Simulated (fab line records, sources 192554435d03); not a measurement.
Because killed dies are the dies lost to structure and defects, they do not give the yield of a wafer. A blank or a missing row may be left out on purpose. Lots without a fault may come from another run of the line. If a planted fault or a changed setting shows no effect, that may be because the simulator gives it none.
fab line records	flow n5-finfet
[record] lots = 6	wafers = 18	last-day = 18
route steps=1938 shown SD_EPI_N@276 BEOL_M4@1111 PASSIVATION@1936
lots that met no fault: taken from a fault-free run of the same line
start-h: hours from the record's opening day to when the first of the lot's shown wafers began	wait-h: hours elapsed since this lot's preceding step	" identical to the entry in the row above	L1.1+2: a single row standing in for several wafers	- either no value or no given start	* or withheld: withheld	< > ~ a bound
route shown NAME@n: a module of which the file shows steps, and the number in the route of the first	usual: the fault-free wafers' mean and standard deviation	same: alike in all rows	chamber/n: place in a boat	sites: each site's reading	_std_site: the standard deviation of these	_edge_site: outer sites' mean less inner sites'	radius-mm: how far each site lies from the wafer's centre	mask NAME#n: copy n	behind: the last tool/chamber to shape the wafer	hold: cause of the lot's hold/its duration in hours/its outcome	device: names the non-switching transistor (n, p or np)	end of line: tests run on the same wafers once the route is complete	a step without rows: its recipe alone	killed: not the wafer's yield, but the dies lost to structure and defects at the first sort	map: per-die view of a wafer (x killed, . not killed, _ where there is no die)
set.NAME: setting as actually run; set.NAME@STEP: the setting as run at that earlier step	model.NAME: the simulator's own value behind a step, which no gauge read
lots seen at some steps along the route; tables by step, rows by wafer
services: a tool's chamber out of use, with start hour (start-h, from the record's first day; less than 0 if before it), hours out, and reason
[[steps]]
[step N5_SD_EPI_N_STRIP_36]
[recipe] chemistry = N2/H2	temp-c = 40	n2-flow-sccm = 200	h2-flow-sccm = 200	rf-frequency-hz = 6e+07
[step N5_SD_EPI_N_ETCHBACK_44]
[recipe] chemistry = CH3F/O2	mode = anisotropic-etchback	target = SiNx	target-depth-a = 145	stop-on = SiO2	over-etch-frac = 0.3	ion-energy-ev = 120	pressure-mtorr = 30	source-w = 395	bias-w = 73	Ar_flow_sccm = 150	CH3F_flow_sccm = 30	O2_flow_sccm = 20
[usual] bias-w = 72.98/0.25	drypump-motor-current-A = 5.7/0.48	oes-product-au = 0.66/0.053	rf-vpp-V = 297/3.4	showerhead-plenum-p-Torr = 2.00/0.072	throttle-valve-pct = 16.41/0.2
lot.wafer	tool	chamber	start-h	wait-h	bias-w	drypump-motor-current-A	oes-product-au	rf-hours-counter-h	rf-vpp-V	showerhead-plenum-p-Torr	throttle-valve-pct
L636.3	rie-diel-04	3	49.06	0.0	72.82	6.7	0.79	25	299	2.14	16.11
L636.4	"	0	"	"	72.80	5.8	0.70	75	298	1.94	16.09
L636.5	"	3	"	"	72.85	6.7	0.79	-	300	2.14	16.09
L642.1	rie-diel-01	1	84.80	0.0	72.74	5.9	0.65	150	296	1.92	16.26
L642.2	"	2	"	"	73.24	6.0	0.64	189	293	1.99	16.62
L642.3	"	3	"	"	73.16	5.1	0.61	200	297	2.07	16.31
L648.2	rie-diel-01	3	127.61	0.0	73.17	5.1	0.61	216	296	2.06	16.33
L648.5	"	1	"	"	73.28	5.9	0.65	-	296	1.91	16.29
L648.6	"	2	"	"	72.76	6.0	0.63	-	291	1.98	16.66
L656.1	rie-diel-01	3	170.13	0.0	73.07	5.1	0.60	231	296	2.06	16.37
L656.2	"	2	"	"	73.03	6.0	0.62	220	291	1.97	16.70
L656.5	"	0	"	"	72.99	5.5	0.68	-	298	1.94	16.46
L658.1	rie-diel-04	2	181.02	0.0	73.35	6.0	0.59	236	295	2.05	16.61
L658.4	"	0	"	"	72.93	5.8	0.65	121	296	1.93	16.18
L658.6	"	3	"	"	72.82	6.7	0.74	-	298	2.12	16.20
L659.1	rie-diel-01	3	188.47	0.0	72.81	5.1	0.59	237	297	2.05	16.38
L659.2	"	0	"	"	73.01	5.5	0.67	96	300	1.93	16.47
L659.4	"	2	"	"	73.03	6.0	0.62	227	290	1.97	16.68
[step N5_SD_EPI_N_ETCH_45]
[recipe] chemistry = CH3F/O2	target = SiOCN	target-depth-a = 60	mask-material = SOC	ion-energy-ev = 60	bias-w = 29	pressure-mtorr = 15	source-w = 410	Ar_flow_sccm = 150	CH3F_flow_sccm = 30	O2_flow_sccm = 20
[usual] bias-w = 29.00/0.081	drypump-motor-current-A = 5.7/0.48	oes-product-au = 0.78/0.064	rf-vpp-V = 127.4/0.9	showerhead-plenum-p-Torr = 2.00/0.072	throttle-valve-pct = 23.39/0.22
lot.wafer	tool	chamber	start-h	wait-h	bias-w	drypump-motor-current-A	oes-product-au	rf-hours-counter-h	rf-vpp-V	showerhead-plenum-p-Torr	throttle-valve-pct
L636.3	rie-diel-04	3	49.16	0.1	28.93	6.7	0.93	25	128.6	2.13	23.15
L636.4	"	0	"	"	29.05	5.8	0.83	75	127.3	1.93	23.04
L636.5	"	3	"	"	28.99	6.7	0.94	-	128.6	2.13	23.18
L642.1	rie-diel-01	1	84.90	0.1	29.07	5.8	0.76	150	127.3	1.91	23.21
L642.2	"	2	"	"	29.08	6.0	0.74	189	126.1	1.98	23.61
L642.3	"	3	"	"	29.02	5.1	0.72	200	127.5	2.06	23.21
L648.2	rie-diel-01	3	127.71	0.1	28.92	5.2	0.70	216	127.8	2.06	23.23
L648.5	"	1	"	"	28.94	5.9	0.75	-	126.0	1.91	23.23
L648.6	"	2	"	"	28.91	6.0	0.73	-	126.7	1.97	23.59
L656.1	rie-diel-01	3	170.23	0.1	28.95	5.1	0.70	231	126.9	2.05	23.24
L656.2	"	2	"	"	29.07	6.0	0.72	220	127.7	1.97	23.62
L656.5	"	0	"	"	28.98	5.5	0.80	-	127.7	1.93	23.53
L658.1	rie-diel-04	2	181.12	0.1	29.09	6.0	0.69	236	127.4	2.04	23.51
L658.4	"	0	"	"	28.86	5.8	0.78	121	126.4	1.92	23.09
L658.6	"	3	"	"	29.00	6.7	0.86	-	127.7	2.12	23.23
L659.1	rie-diel-01	3	188.57	0.1	29.09	5.1	0.69	237	125.8	2.05	23.25
L659.2	"	0	"	"	28.96	5.5	0.79	96	128.2	1.93	23.54
L659.4	"	2	"	"	28.88	6.0	0.71	227	127.4	1.97	23.66
[step N5_SD_EPI_N_ETCH_16]
[recipe] chemistry = CHF3/O2	target = SiO2	target-depth-a = 50	mask-material = SOC	pressure-mtorr = 30	source-w = 650	bias-w = 170	Ar_flow_sccm = 200	CHF3_flow_sccm = 50	O2_flow_sccm = 5	ion-energy-ev = 200
[usual] bias-w = 170.0/0.51	drypump-motor-current-A = 5.7/0.48	oes-product-au = 0.78/0.064	rf-vpp-V = 522/5.7	showerhead-plenum-p-Torr = 2.41/0.084	throttle-valve-pct = 18.96/0.21
lot.wafer	tool	chamber	start-h	wait-h	bias-w	drypump-motor-current-A	oes-product-au	rf-hours-counter-h	rf-vpp-V	showerhead-plenum-p-Torr	throttle-valve-pct
L636.3	rie-diel-04	3	49.26	0.1	170.1	6.7	0.93	25	526	2.57	18.66
L636.4	"	0	"	"	169.9	5.8	0.81	75	523	2.34	18.65
L636.5	"	3	"	"	170.2	6.7	0.93	-	526	2.57	18.70
L642.1	rie-diel-01	1	85.00	0.1	169.9	5.9	0.76	150	519	2.31	18.79
L642.2	"	2	"	"	169.7	6.0	0.74	189	514	2.39	19.17
L642.3	"	3	"	"	169.7	5.2	0.72	200	522	2.49	18.84
L648.2	rie-diel-01	3	127.81	0.1	170.1	5.1	0.72	216	522	2.48	18.85
L648.5	"	1	"	"	170.0	5.9	0.75	-	520	2.31	18.80
L648.6	"	2	"	"	170.0	6.0	0.73	-	513	2.39	19.19
L656.1	rie-diel-01	3	170.33	0.1	170.1	5.1	0.70	231	523	2.47	18.87
L656.2	"	2	"	"	170.6	6.0	0.72	220	513	2.38	19.22
L656.5	"	0	"	"	170.0	5.5	0.79	-	527	2.34	19.04
L658.1	rie-diel-04	2	181.22	0.1	170.5	6.0	0.69	236	517	2.47	19.13
L658.4	"	0	"	"	170.6	5.8	0.77	121	522	2.32	18.73
L658.6	"	3	"	"	170.3	6.7	0.87	-	525	2.55	18.75
L659.1	rie-diel-01	3	188.67	0.1	169.3	5.1	0.69	237	522	2.47	18.89
L659.2	"	0	"	"	170.2	5.5	0.78	96	527	2.33	19.07
L659.4	"	2	"	"	170.1	6.1	0.72	227	513	2.38	19.24
[step N5_SD_EPI_N_STRIP_47]
[recipe] chemistry = CHF3/O2	resist = SiARC	rf-frequency-hz = 6e+07
[step N5_SD_EPI_N_SD_RECESS_17]
[recipe] chemistry = HBr/Cl2/O2	target-depth-a = 410	mask-material = SOC	time-s = 23.7	bt-time-s = 3	pressure-mtorr = 10	icp-w = 800	bias-w = 112	HBr_flow_sccm = 150	Cl2_flow_sccm = 80	O2_flow_sccm = 12
[usual] bias-w = 112.0/0.33	drypump-motor-current-A = 5.7/0.42	oes-product-au = 0.999/0.014	throttle-valve-pct = 37.13/0.3
lot.wafer	tool	chamber	start-h	wait-h	bias-w	drypump-motor-current-A	oes-product-au	rf-hours-counter-h	throttle-valve-pct
L636.3	rie-si-01	3	49.33	0.0	111.8	5.0	1.001	39	37.41
L636.4	"	1	"	"	111.7	5.8	0.981	119	37.37
L636.5	"	3	"	"	112.6	5.1	1.000	-	37.41
L642.1	rie-si-05	2	85.08	0.0	111.6	6.4	1.006	18	36.64
L642.2	"	3	"	"	111.8	6.0	0.982	114	37.15
L642.3	"	0	"	"	112.2	6.1	1.014	22	37.41
L648.2	rie-si-05	0	127.88	0.0	111.5	6.1	1.003	23	37.43
L648.5	"	2	"	"	111.7	6.4	1.009	-	36.63
L648.6	"	1	"	"	112.0	5.6	1.013	-	37.33
L656.1	rie-si-06	1	170.40	0.0	111.8	5.2	1.009	57	37.42
L656.2	"	0	"	"	112.0	5.6	0.998	113	36.60
L656.5	"	0	"	"	112.0	5.6	0.995	-	36.58
L658.1	rie-si-01	1	181.30	0.0	112.5	5.8	0.976	122	37.40
L658.4	"	1	"	"	111.9	5.8	0.982	-	37.38
L658.6	"	3	"	"	111.9	5.0	0.996	-	37.40
L659.1	rie-si-06	0	188.74	0.0	112.0	5.6	0.997	113	36.60
L659.2	"	2	"	"	111.8	5.7	0.978	90	36.85
L659.4	"	3	"	"	111.7	6.4	1.013	101	37.19
[step N5_SD_EPI_N_STRIP_38]
[recipe] chemistry = N2/H2	power-w = 1000	temp-c = 250	h2-frac = 0.65	overash-fraction = 0.3	pressure-mtorr = withheld	n2-flow-sccm = 1750	h2-flow-sccm = 3250
[step N5_SD_EPI_N_WET_ETCH_43]
[recipe] chemistry = dHF	dilution = withheld	time-s = 14	target = SiO2	target-depth-a = 15	temp-c = 25
[step N5_SD_EPI_N_STRIP_18]
[recipe] chemistry = SPM	time-s = 750	temp-c = 130	h2so4-h2o2-vol-ratio = 4
[step N5_SD_EPI_N_SRD_20]
[recipe] dry = ipa-marangoni	do-ppb = 5	time-s = 30	temp-c = 23	rinse-liquid = diw
[step N5_SD_EPI_N_PRECLEAN_48]
[recipe] chemistry = NF3:NH3	afs-cycles = 2	temp-c = 30	time-s = 20	sublimation-temp-c = 180	sublimation-time-s = 60	pressure-torr = 3	rf-power-w = 30
[step N5_SD_EPI_N_VAPOR_ETCH_50]
[recipe] chemistry = HCl	target = Si	temp-c = 775	time-s = 54	pressure-torr = 20	mode = isotropic
[usual] lamp-inner-pct = 21.3/1.4	throttle-valve-pct = 11.78/0.17
lot.wafer	tool	chamber	start-h	wait-h	lamp-inner-pct	throttle-valve-pct
L636.3	epi-rpcvd-03	0	50.19	0.2	23.5	11.73
L636.4	"	0	"	"	23.3	11.44
L636.5	"	0	"	"	23.3	11.63
L642.1	epi-rpcvd-03	0	86.12	0.3	23.3	11.46
L642.2	"	0	"	"	23.5	11.70
L642.3	"	0	"	"	23.5	11.81
L648.2	epi-rpcvd-03	0	128.72	0.3	23.2	11.92
L648.5	"	0	"	"	23.5	11.76
L648.6	"	0	"	"	23.4	11.67
L656.1	epi-rpcvd-02	0	171.21	0.3	20.1	11.68
L656.2	"	0	"	"	20.6	11.95
L656.5	"	0	"	"	20.3	11.82
L658.1	epi-rpcvd-04	0	182.24	0.4	20.6	11.88
L658.4	"	0	"	"	20.4	11.87
L658.6	"	0	"	"	20.5	11.64
L659.1	epi-rpcvd-02	0	189.60	0.3	20.4	11.64
L659.2	"	0	"	"	20.5	11.96
L659.4	"	0	"	"	20.6	11.67
[step N5_SD_EPI_N_EPI_21]
[recipe] material = Si:P	dopant = P	temp-c = 680	pressure-torr = 255	time-s = 690
[usual] lamp-inner-pct = 16.0/0.99
lot.wafer	tool	chamber	start-h	wait-h	lamp-inner-pct
L636.3	epi-rpcvd-03	0	50.87	0.7	17.6
L636.4	"	0	"	"	17.5
L636.5	"	0	"	"	17.5
L642.1	epi-rpcvd-03	0	86.30	0.1	17.6
L642.2	"	0	"	"	17.5
L642.3	"	0	"	"	17.7
L648.2	epi-rpcvd-03	0	129.15	0.4	17.3
L648.5	"	0	"	"	17.5
L648.6	"	0	"	"	17.8
L656.1	epi-rpcvd-02	0	171.39	0.1	15.3
L656.2	"	0	"	"	15.4
L656.5	"	0	"	"	15.5
L658.1	epi-rpcvd-04	0	182.48	0.2	15.5
L658.4	"	0	183.60	1.2	15.5
L658.6	"	0	"	"	15.6
L659.1	epi-rpcvd-02	0	189.78	0.1	15.2
L659.2	"	0	"	"	15.1
L659.4	"	0	"	"	15.4
[step N5_SD_EPI_N_EPI_MEAS_23]
[recipe] mode = xrd
[usual] thk-nm = 59.2/1.2
lot.wafer	tool	chamber	start-h	wait-h	thk-nm
L636.3	film-metro-02	-	52.03	0.9	58.9
L636.4	"	-	"	"	60.0
L636.5	"	-	"	"	58.1
L642.1	film-metro-02	-	88.02	1.4	44.8
L642.2	"	-	"	"	44.3
L642.3	"	-	"	"	45.2
L648.2	film-metro-02	-	130.58	1.2	46.9
L648.5	"	-	"	"	44.6
L648.6	"	-	"	"	45.3
L656.1	film-metro-01	-	173.11	1.4	57.3
L656.2	"	-	"	"	59.3
L656.5	"	-	"	"	56.9
L658.1	film-metro-01	-	184.75	1.9	61.6
L658.4	"	-	"	"	61.4
L658.6	"	-	"	"	60.8
L659.1	film-metro-02	-	191.50	1.4	58.3
L659.2	"	-	"	"	59.3
L659.4	"	-	"	"	58.6
[step N5_SD_EPI_N_PRECLEAN_24]
[recipe] chemistry = O3/DIW	time-s = 60	temp-c = 22	o3-ppm = 10
[step N5_BEOL_M4_RC_MEAS_101]
[usual] DIBL_N = 36.0/1.4	DIBL_P = 36.1/1.4	IOFF_N = 0.153/0.02	IOFF_P = 0.211/0.026	ION_N = 673/8.7	ION_P = 463/6.7	SS_N = 71.5/0.5	SS_P = 73.3/0.54	VT_N = 250.1/2.4	VT_P = -250.2/2.9
lot.wafer	tool	chamber	start-h	wait-h	DIBL_N[mV/V]	DIBL_P[mV/V]	IOFF_N[nA/um]	IOFF_P[nA/um]	ION_N[uA/um]	ION_P[uA/um]	SS_N[mV/dec]	SS_P[mV/dec]	VT_N[mV]	VT_P[mV]
L636.3	prober-02	0	180.82	0.3	36.3	37.8	0.170	0.253	683	475	71.2	73.8	247.7	-246.8
L636.4	"	0	"	"	34.4	34.7	0.137	0.206	671	467	70.9	72.8	251.5	-247.3
L636.5	"	0	"	"	34.2	34.9	0.133	0.196	670	473	71.3	72.8	251.0	-250.0
L642.1	prober-01	0	216.60	0.0	35.3	35.2	0.137	0.193	664	466	70.8	72.7	252.2	-252.2
L642.2	"	0	"	"	35.2	34.2	0.129	0.185	658	459	71.5	72.5	253.1	-250.6
L642.3	"	0	"	"	36.4	36.3	0.150	0.212	670	460	71.0	72.7	250.4	-248.7
L648.2	prober-02	0	272.88	0.4	36.4	36.5	0.174	0.230	685	469	71.9	73.8	246.1	-248.7
L648.5	"	0	"	"	35.9	36.3	0.164	0.224	677	470	72.1	73.0	247.6	-250.6
L648.6	"	0	"	"	34.3	34.4	0.142	0.192	664	461	71.4	73.1	251.3	-252.7
L656.1	prober-01	0	299.46	0.0	37.8	39.0	0.179	0.240	688	467	72.2	73.9	245.8	-249.0
L656.2	"	0	"	"	36.4	36.6	0.149	0.200	678	455	72.0	73.2	250.5	-251.2
L656.5	"	0	"	"	36.5	37.8	0.152	0.210	670	465	71.7	73.0	252.1	-251.6
L658.1	prober-01	0	307.04	0.0	36.3	35.5	0.157	0.198	671	461	71.9	73.2	249.4	-254.7
L658.4	"	0	"	"	38.2	37.9	0.188	0.249	673	466	72.2	73.6	249.9	-249.0
L658.6	"	0	"	"	37.5	37.5	0.187	0.232	684	463	72.4	72.8	247.9	-249.3
L659.1	prober-01	0	327.24	0.0	36.1	37.4	0.167	0.220	667	460	73.2	73.8	250.3	-251.3
L659.2	"	0	"	"	34.8	36.1	0.144	0.194	676	459	71.3	73.4	251.6	-253.8
L659.4	"	0	"	"	34.5	35.5	0.140	0.181	673	452	71.8	73.1	251.0	-251.5
[step N5_PASSIVATION_PROBE_49]
[usual] defect-limited-yield = 91.2/1.4	killed_at_M0_to_M3 = 34/9.7	killed_at_M4_up = 14/5.2	killed-at-contacts = 13/6.7	killed-at-front-end = 39/11	killed-at-other = 3.6/2.6	killed-dies = 104/17	killed-open = 69/12	killed-short = 34/8.2	sort_bin_5_function = 5.3/0.89	sort_bin_6_memory = 3.2/0.69	sort-n-pass = 1076/17	sort-yield-pct = 91.2/1.4
[same] gross-dies = 1180	killed-at-back-side = 0	sort_bin_4_leakage[%] = 0	sort_bin_8_speed[%] = 0
lot.wafer	tool	chamber	start-h	wait-h	defect-limited-yield[%]	killed_at_M0_to_M3	killed_at_M4_up	killed-at-contacts	killed-at-front-end	killed-at-other	killed-dies	killed-open	killed-short	sort_bin_5_function[%]	sort_bin_6_memory[%]	sort-n-pass	sort-yield-pct[%]
L636.3	prober-02	-	283.07	0.1	91.3	19	12	15	53	4	103	73	30	5.5	3.1	1077	91.3
L636.4	prober-02	-	283.12	0.2	91.3	32	12	15	38	6	103	61	42	4.9	3.3	1077	91.3
L636.5	prober-02	-	283.17	0.2	93.1	21	7	9	37	7	81	53	28	4.5	2.1	1099	93.1
L648.2	prober-01	-	386.48	0.1	88.9	40	19	24	42	6	131	86	45	5.8	4.7	1049	88.9
L648.5	prober-01	-	386.63	0.2	90.8	42	25	12	28	1	108	78	30	5.5	3.4	1072	90.8
L648.6	prober-01	-	386.68	0.3	88.5	40	19	20	52	5	136	89	47	6.6	4.5	1044	88.5
L656.1	prober-02	-	414.09	0.0	91.0	23	13	9	61	0	106	63	42	4.6	3.9	1074	91.0
L656.2	prober-02	-	414.14	0.1	89.8	46	13	22	37	2	120	80	40	5.9	4.0	1060	89.8
L656.5	prober-02	-	414.29	0.2	91.4	28	13	14	45	2	102	80	21	5.8	2.6	1078	91.4
L659.1	prober-01	-	427.06	0.0	94.2	25	15	7	19	2	68	52	15	2.9	2.7	1112	94.2
L659.2	prober-01	-	427.11	0.1	91.7	27	22	6	42	1	98	72	25	5.0	3.0	1082	91.7
L659.4	prober-01	-	427.21	0.2	90.3	23	27	8	53	3	114	85	28	5.3	4.2	1066	90.3
// killed by level:class
L636.3 FIN_SAQP:geometric-particle:open=22 MOL_CONTACT_COAG:geometric-particle:open=14 FIN_SAQP:geometric-particle:short=11 BEOL_M4:geometric-particle:open=8 STI_FIN_REVEAL:geometric-particle:open=6 BEOL_M2:geometric-particle:short=5 GATE_CUT:geometric-particle:open=4 BEOL_M1:geometric-particle:open=4
L636.4 MOL_CONTACT_COAG:geometric-particle:open=12 FIN_SAQP:geometric-particle:open=9 BEOL_M0_SAQP:geometric-particle:short=9 GATE_CUT:geometric-particle:short=6 BEOL_M0_SAQP:geometric-particle:open=6 BEOL_M1:geometric-particle:open=6 FIN_SAQP:geometric-particle:short=5 STI_FIN_REVEAL:geometric-particle:short=4
L636.5 BEOL_M1:geometric-particle:open=9 STI_FIN_REVEAL:geometric-particle:open=8 MOL_CONTACT_COAG:geometric-particle:open=7 FIN_SAQP:geometric-particle:open=5 GATE_CUT:geometric-particle:short=5 FIN_SAQP:geometric-particle:short=4 BEOL_M4:geometric-particle:open=4 DUMMY_GATE:geometric-particle:open=3
L648.2 MOL_CONTACT_COAG:geometric-particle:open=18 BEOL_M0_SAQP:geometric-particle:open=13 BEOL_M4:geometric-particle:open=11 FIN_SAQP:geometric-particle:short=10 BEOL_M0_SAQP:geometric-particle:short=10 STI_FIN_REVEAL:geometric-particle:open=8 BEOL_M2:geometric-particle:open=7 FIN_SAQP:geometric-particle:open=6
L648.5 BEOL_M4:geometric-particle:open=16 BEOL_M0_SAQP:geometric-particle:open=11 MOL_CONTACT_COAG:geometric-particle:open=10 BEOL_M0_SAQP:geometric-particle:short=9 BEOL_M2:geometric-particle:open=9 FIN_SAQP:geometric-particle:open=6 STI_FIN_REVEAL:geometric-particle:open=5 ILD0:geometric-particle:open=4
L648.6 MOL_CONTACT_COAG:geometric-particle:open=17 STI_FIN_REVEAL:geometric-particle:open=11 FIN_SAQP:geometric-particle:open=9 FIN_SAQP:geometric-particle:short=9 BEOL_M4:geometric-particle:open=9 BEOL_M0_SAQP:geometric-particle:short=8 BEOL_M0_SAQP:geometric-particle:open=8 BEOL_M3:geometric-particle:open=8
L656.1 STI_FIN_REVEAL:geometric-particle:open=18 BEOL_M4:geometric-particle:open=8 MOL_CONTACT_COAG:geometric-particle:open=7 FIN_SAQP:geometric-particle:open=6 FIN_SAQP:geometric-particle:short=6 STI_FIN_REVEAL:geometric-particle:short=6 DUMMY_GATE:geometric-particle:open=6 STARTING-WAFER:geometric-particle:short=6
L656.2 MOL_CONTACT_COAG:geometric-particle:open=15 BEOL_M2:geometric-particle:open=12 FIN_SAQP:geometric-particle:short=8 STI_FIN_REVEAL:geometric-particle:open=7 MOL_CONTACT_COAG:geometric-particle:short=7 BEOL_M0_SAQP:geometric-particle:open=7 FIN_SAQP:geometric-particle:open=6 GATE_CUT:geometric-particle:short=5
L656.5 STI_FIN_REVEAL:geometric-particle:open=17 DUMMY_GATE:geometric-particle:open=12 MOL_CONTACT_COAG:geometric-particle:open=11 BEOL_M0_SAQP:geometric-particle:open=8 BEOL_M4:geometric-particle:open=7 BEOL_M2:geometric-particle:open=6 GATE_CUT:geometric-particle:short=5 BEOL_M3:geometric-particle:open=4
L659.1 MOL_CONTACT_COAG:geometric-particle:open=7 BEOL_M2:geometric-particle:open=6 FIN_SAQP:geometric-particle:open=5 STI_FIN_REVEAL:geometric-particle:open=5 STARTING-WAFER:geometric-particle:open=5 BEOL_M4:geometric-particle:open=4 BEOL_M1:geometric-particle:open=4 BEOL_M3:geometric-particle:open=4
L659.2 FIN_SAQP:geometric-particle:open=16 BEOL_M3:geometric-particle:open=11 BEOL_M4:geometric-particle:open=10 STI_FIN_REVEAL:geometric-particle:open=8 BEOL_M0_SAQP:geometric-particle:open=7 STARTING-WAFER:geometric-particle:short=6 MOL_CONTACT_COAG:geometric-particle:open=4 STI_FIN_REVEAL:geometric-particle:short=3
L659.4 STI_FIN_REVEAL:geometric-particle:open=16 FIN_SAQP:geometric-particle:open=12 BEOL_M4:geometric-particle:open=12 BEOL_M2:geometric-particle:open=8 MOL_CONTACT_COAG:geometric-particle:open=6 STARTING-WAFER:geometric-particle:short=5 GATE_CUT:geometric-particle:short=4 BEOL_M0_SAQP:geometric-particle:open=4
[[services]]
tool	chamber	start-h	hours	kind
rie-si-06	-	33.38	2.8	pm
rie-si-06	3	59.87	8.1	repair
rie-diel-01	3	79.02	4.8	repair
rie-si-06	-	80.65	14.6	pm
rie-diel-01	2	95.07	1.2	repair
rie-si-06	3	97.23	7.1	repair
rie-diel-04	1	104.65	18.0	repair
rie-si-01	2	141.65	-	clean
rie-si-01	2	141.65	16.6	scheduled-down
rie-si-01	2	141.65	16.6	vent-cycle
rie-si-01	0	142.98	1.6	repair
rie-si-01	0	149.64	1.7	repair
rie-si-01	-	160.63	14.6	pm
rie-si-01	0	178.44	7.7	repair
[[key]]
[first-sign] step = N5_SD_EPI_N_EPI_MEAS_23	reading = thk-nm	direction = down	sigmas = 11	usual = *	struck = *
effect none on later readings
met-at N5_SD_EPI_N_EPI_21
struck-wafers L642.1,L642.2,L642.3,L648.2,L648.5,L648.6
onset-between 50.87 86.30
also-fits N5_SD_EPI_N_SD_RECESS_17:rie-si-05,N5_SD_EPI_N_VAPOR_ETCH_50:epi-rpcvd-03
[fault] kind = site-profile-drift	tool = epi-rpcvd-03	chamber = -	onset-h = 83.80	steps = N5_SD_EPI_N_EPI_21	basis = fraction	max-abs-drift = 0.52949	slope-share-per-hr = 117.66	site-pattern = 0,0,0,0,0,-1,-1,-1,-1
